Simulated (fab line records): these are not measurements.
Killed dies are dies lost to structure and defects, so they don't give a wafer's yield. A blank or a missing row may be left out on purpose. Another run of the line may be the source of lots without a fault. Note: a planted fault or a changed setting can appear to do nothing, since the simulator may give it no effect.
Problem report in the 8D (eight disciplines) form, filled by code -- flow n5Finfet -- the parts of the form that need people (team, actions taken, sign-off) are left out

1. PROBLEM STATEMENT
Mean of rawDefectCount at N5_ILD0_INSPECT_06: 410 across 6 wafers in 2 lots; on wafers with no fault it is 40 (standard deviation 19). That puts it +19 standard deviations away from the usual mean.
The step: inspects for defects (darkfield).
Earliest sighting: wafer L507.1 on defectInspect-01 at day 6 17:46. Wafers with a number at this step in the record: 27, from 9 lots. Rule for "out", or "out of limits": more than 4 standard deviations from the usual mean. All remaining wafers that have a number are taken as sound.

2. WHAT THIS IS AND IS NOT
question,is,is not
which readings at this step,rawDefectCount,-
which lots,"L507, L510","L496, L499, L503, L506, L513, L514, L517"
which wafers of those lots,all that have a number,-
read on which gauges,"defectInspect-01, defectInspect-02",-
when,from day 6 17:46,"up to then (12 sound wafers); but 9 sound wafers of L513, L514, L517 came after"

3. SUSPECTS, AND WHAT RULES EACH OUT
Counting: a tool at a process step up to the reading stays a suspect if it ran every lot that is out and no sound lot after the first of them.
- the gauge at N5_ILD0_INSPECT_06 has been ruled out. The wafers that are out were read on 2 gauges (defectInspect-01, defectInspect-02).
- cmp-02 at N5_ILD0_CMP_12 (polishes SiNx, stops on poly-Si, t overpolish 6 s, target thk 17.67 nm): kept. Every lot that is out went through it, starting with L507 (day 6 17:29), and after that it ran no sound lot; the last sound lot it ran before then is L506 (day 6 11:16).
Remaining after the count: cmp-02 at N5_ILD0_CMP_12.

4. THE CAUSE (what the simulator had put in)
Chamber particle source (cmp-02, N5_ILD0_CMP_12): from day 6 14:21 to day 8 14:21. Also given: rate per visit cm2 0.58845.
After counting, this tool was the only one left.

5. THE EFFECT CHAIN, in route order
One row per reading whose mean, taken over the struck wafers that have a number, lies over 3 standard deviations from the usual. Only readings for which the record gives a usual standard deviation are gone through. hours: the time from each lot's start at the first step in this table that gives one to its start at this step, as a median over the lots. sigmas: the change in usual standard deviations.
hours,step,reading,usual,on struck wafers,change,sigmas
0,N5_ILD0_INSPECT_06,rawDefectCount,40,410,+370,+19
247,N5_PASSIVATION_PROBE_49,defectLimitedYield,91.5 %,68.0,-23.5,-16
247,N5_PASSIVATION_PROBE_49,killedAtFrontEnd,38,331,+293,+30
247,N5_PASSIVATION_PROBE_49,killedDies,101,377,+276,+15
247,N5_PASSIVATION_PROBE_49,killedOnRim,13,51,+38,+9.8
247,N5_PASSIVATION_PROBE_49,sort_bin_5_function,5.0 %,19.1,+14.1,+14
247,N5_PASSIVATION_PROBE_49,sort_bin_6_memory,3.2 %,11.0,+7.8,+12
247,N5_PASSIVATION_PROBE_49,sortNPass,1079,803,-276,-15
247,N5_PASSIVATION_PROBE_49,sortYieldPct,91.5 %,68.0,-23.5,-16
Here are the process steps it includes:
- N5_PASSIVATION_PROBE_49
Later steps that measure or inspect, where all struck wafers having a row at the step show a number for every such reading and not one has moved that far: N5_SDB_OVL_MEAS_12, N5_BEOL_M4_RC_MEAS_101.

6. HOW IT WOULD HAVE BEEN CAUGHT EARLIER
Counted from the fault's start at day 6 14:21, it took 3 hours until the first out-of-limits reading at a measuring or inspecting step in this record, taken at day 6 17:46.
Of the tool readings at N5_ILD0_CMP_12 for which the record gives a usual standard deviation, none was out on any struck wafer, so an alarm limit of 4 standard deviations on them would not have fired.
L510, from the lots that are out (2), started N5_ILD0_CMP_12 on cmp-02 later than day 6 17:46. A tool hold placed at that time would have kept it from harm.
